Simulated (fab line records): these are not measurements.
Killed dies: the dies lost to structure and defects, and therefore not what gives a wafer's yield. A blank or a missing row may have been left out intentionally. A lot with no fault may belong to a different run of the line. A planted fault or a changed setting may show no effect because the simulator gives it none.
Chamber matching + flow n5Finfet + uvCure-03 running N5_BEOL_M9_CURE_71: 3 sister chambers
The step cures SiCOH lowk, time 240 s. 6 wafers are shown with their chamber, then 10 later ones without.

== WAFERS WITH THEIR CHAMBER ==
| wafer  | chamber | wafer_temp_C_max | lampPowerPct (%) |
|--------|---------|------------------|------------------|
| L080.2 | 0       | 387.4            | 52.33            |
| L080.5 | 0       | 386.4            | 52.40            |
| L092.3 | 1       | 388.1            | 52.25            |
| L092.4 | 1       | 387.7            | 52.28            |
| L090.2 | 2       | 386.5            | 52.32            |
| L090.4 | 2       | 386.6            | 52.38            |

== WAFERS WITH NO CHAMBER GIVEN ==
| wafer  | wafer_temp_C_max | lampPowerPct (%) |
|--------|------------------|------------------|
| L090.5 | 386.6            | 52.29            |
| L093.3 | 388.9            | 52.37            |
| L093.5 | 387.6            | 52.27            |
| L093.6 | 387.8            | 52.40            |
| L097.1 | 387.0            | 52.43            |
| L097.2 | 387.0            | 52.27            |
| L097.6 | 387.3            | 52.19            |
| L096.1 | 386.6            | 52.31            |
| L096.3 | 386.2            | 52.37            |
| L096.6 | 386.9            | 52.36            |

== EACH ONE'S CHAMBER ==
| wafer  | from the rows above          | in truth                   |
|--------|------------------------------|----------------------------|
| L090.5 | can't be placed: 2 or 0 or 1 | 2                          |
| L093.3 | can't be placed: 1 or 0 or 2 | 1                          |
| L093.5 | 1                            | 1                          |
| L093.6 | can't be placed: 0 or 2 or 1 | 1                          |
| L097.1 | can't be placed: 0 or 2      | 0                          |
| L097.2 | can't be placed: 1 or 2 or 0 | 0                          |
| L097.6 | 1                            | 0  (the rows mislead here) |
| L096.1 | can't be placed: 2 or 0      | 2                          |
| L096.3 | can't be placed: 2 or 0      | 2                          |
| L096.6 | can't be placed: 0 or 2      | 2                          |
Placed correctly: 1 of 10. Not placeable from these rows: 8 (in 8, the candidates include the true chamber). Placed wrongly: 1.
How it was worked out, from the rows above alone: a wafer's distance from a chamber is the root of the sum, over the readings, of the square of ((its reading less the chamber's mean) divided by the reading's scatter). The wafer belongs to the nearest chamber; if the next one is less than 2 further off, it can't be placed. Each chamber's mean is taken over the wafers shown for it. The scatter: take each reading less its chamber's mean, square it, sum over the shown wafers, divide by the number of wafers less the number of chambers, and take the root.
